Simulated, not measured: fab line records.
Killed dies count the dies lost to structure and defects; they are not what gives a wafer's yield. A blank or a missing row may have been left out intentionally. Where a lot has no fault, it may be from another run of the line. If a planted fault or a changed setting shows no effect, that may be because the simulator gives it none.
Split-lot experiment || flow n5 finfet || route with 1938 steps; 7 lots, 21 wafers read

ABOUT THE SPLIT
At N5_BEOL_M5_ETCH_72 (etches underlayer in N2/H2, target depth 6.5 nm, time 5.2 s), the setting bias w was moved away from the recipe's 150 W on 7 of the 21 wafers read, by -15.4% to +12.5%. For the rest of the wafers, this setting stayed at what the recipe calls for.

The split's own step is where the reading is taken.

THE READING
rf vpp V, in V, at N5_BEOL_M5_ETCH_72 (etches underlayer in N2/H2, target depth 6.5 nm, time 5.2 s). On this fab line, fault-free wafers typically give 522.5 V with a standard deviation of 2.7 V.

{"wafer": "L076.2", "tool, chamber at the split": "rie diel-04, 1", "bias w as run, W": 150, "against the recipe": "recipe", "rf vpp V, V": 525.8, "against lot-mates on the recipe": "-"}
{"wafer": "L076.4", "tool, chamber at the split": "rie diel-04, 3", "bias w as run, W": 150, "against the recipe": "recipe", "rf vpp V, V": 524.4, "against lot-mates on the recipe": "-"}
{"wafer": "L076.6", "tool, chamber at the split": "rie diel-04, 2", "bias w as run, W": 150, "against the recipe": "recipe", "rf vpp V, V": 524.2, "against lot-mates on the recipe": "-"}
{"wafer": "L078.1", "tool, chamber at the split": "rie diel-04, 0", "bias w as run, W": 134.6, "against the recipe": "-10.3%", "rf vpp V, V": 488.2, "against lot-mates on the recipe": -38.8}
{"wafer": "L078.3", "tool, chamber at the split": "rie diel-04, 1", "bias w as run, W": 150, "against the recipe": "recipe", "rf vpp V, V": 527.0, "against lot-mates on the recipe": "-"}
{"wafer": "L078.6", "tool, chamber at the split": "rie diel-04, 0", "bias w as run, W": 134.6, "against the recipe": "-10.3%", "rf vpp V, V": 489.3, "against lot-mates on the recipe": -37.7}
{"wafer": "L079.2", "tool, chamber at the split": "rie diel-04, 1", "bias w as run, W": 150, "against the recipe": "recipe", "rf vpp V, V": 526.7, "against lot-mates on the recipe": "-"}
{"wafer": "L079.5", "tool, chamber at the split": "rie diel-04, 3", "bias w as run, W": 150, "against the recipe": "recipe", "rf vpp V, V": 522.2, "against lot-mates on the recipe": "-"}
{"wafer": "L079.6", "tool, chamber at the split": "rie diel-04, 0", "bias w as run, W": 150, "against the recipe": "recipe", "rf vpp V, V": 522.6, "against lot-mates on the recipe": "-"}
{"wafer": "L083.3", "tool, chamber at the split": "rie diel-03, 2", "bias w as run, W": 150, "against the recipe": "recipe", "rf vpp V, V": 522.1, "against lot-mates on the recipe": "-"}
{"wafer": "L083.5", "tool, chamber at the split": "rie diel-03, 1", "bias w as run, W": 150, "against the recipe": "recipe", "rf vpp V, V": 525.0, "against lot-mates on the recipe": "-"}
{"wafer": "L083.6", "tool, chamber at the split": "rie diel-03, 2", "bias w as run, W": 150, "against the recipe": "recipe", "rf vpp V, V": 521.4, "against lot-mates on the recipe": "-"}
{"wafer": "L086.1", "tool, chamber at the split": "rie diel-02, 0", "bias w as run, W": 150, "against the recipe": "recipe", "rf vpp V, V": 521.4, "against lot-mates on the recipe": "-"}
{"wafer": "L086.5", "tool, chamber at the split": "rie diel-02, 1", "bias w as run, W": 126.9, "against the recipe": "-15.4%", "rf vpp V, V": 466.3, "against lot-mates on the recipe": -55.1}
{"wafer": "L086.6", "tool, chamber at the split": "rie diel-02, 0", "bias w as run, W": 126.9, "against the recipe": "-15.4%", "rf vpp V, V": 471.1, "against lot-mates on the recipe": -50.3}
{"wafer": "L094.2", "tool, chamber at the split": "rie diel-03, 0", "bias w as run, W": 150, "against the recipe": "recipe", "rf vpp V, V": 520.4, "against lot-mates on the recipe": "-"}
{"wafer": "L094.3", "tool, chamber at the split": "rie diel-03, 1", "bias w as run, W": 168.8, "against the recipe": "+12.5%", "rf vpp V, V": 567.2, "against lot-mates on the recipe": "+46.8"}
{"wafer": "L094.6", "tool, chamber at the split": "rie diel-03, 1", "bias w as run, W": 168.8, "against the recipe": "+12.5%", "rf vpp V, V": 566.5, "against lot-mates on the recipe": "+46.1"}
{"wafer": "L096.2", "tool, chamber at the split": "rie diel-03, 3", "bias w as run, W": 134.7, "against the recipe": "-10.2%", "rf vpp V, V": 487.7, "against lot-mates on the recipe": -33.1}
{"wafer": "L096.5", "tool, chamber at the split": "rie diel-03, 2", "bias w as run, W": 150, "against the recipe": "recipe", "rf vpp V, V": 519.8, "against lot-mates on the recipe": "-"}
{"wafer": "L096.6", "tool, chamber at the split": "rie diel-03, 3", "bias w as run, W": 150, "against the recipe": "recipe", "rf vpp V, V": 521.8, "against lot-mates on the recipe": "-"}

THE FIT
A straight line over all 21 wafers: rf vpp V changes by +3.48 V for each +1% of bias w; r = +1.00; the points scatter about the line by 2.1 V.
The same after taking each lot's own level away (the mean of its wafers on the recipe; 21 wafers): +3.56 V for each +1%; r = +1.00; scatter 1.8 V.
Per that fit: largest bias w move, reading shift of 55 V.
From 520.40 to 527.00 V: that is the span of the lots' own levels, equal to 2.4 times the standard deviation above.
So the lot-to-lot level changes the slope little: the two slopes agree.
Check: for one of the wafers moved furthest among these (-15.4%), held out of the fit, the line's prediction against its lot-mates is -54.2 V. Against them it came out at -55.1 V.
Tool readings at the split's step, against how far the setting was moved: etch rf on time s r = -0.93; rf vpp V r = +1.00.

ADDITIONAL SPLITS CARRIED BY THESE WAFERS
Before the reading, these wafers also passed through other splits. Each is held against what the fit with the lots' levels taken away leaves over:
{"other split on the same wafers": "N5_BEOL_M3_ETCH_41 target depth a", "wafers away from the commonest value": 5, "r with rf vpp V (lot level and that fit taken away)": -0.32}

THE WHOLE CHAIN: every reading that the file lists as answering this split, in the file's order
{"step": "N5_BEOL_M5_ETCH_72", "what it does": "etches underlayer in N2/H2, target depth 6.5 nm, time 5.2 s", "reading": "etch rf on time s", "change (the file's fit)": "withheld for each +1% of the setting", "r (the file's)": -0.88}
{"step": "N5_BEOL_M5_ETCH_72", "what it does": "etches underlayer in N2/H2, target depth 6.5 nm, time 5.2 s", "reading": "rf vpp V", "change (the file's fit)": "+3.52 V for each +1% of the setting", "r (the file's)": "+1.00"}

THE FILE'S OWN FIT
rf vpp V changes by +3.52 V for each +1% of bias w, r = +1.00.
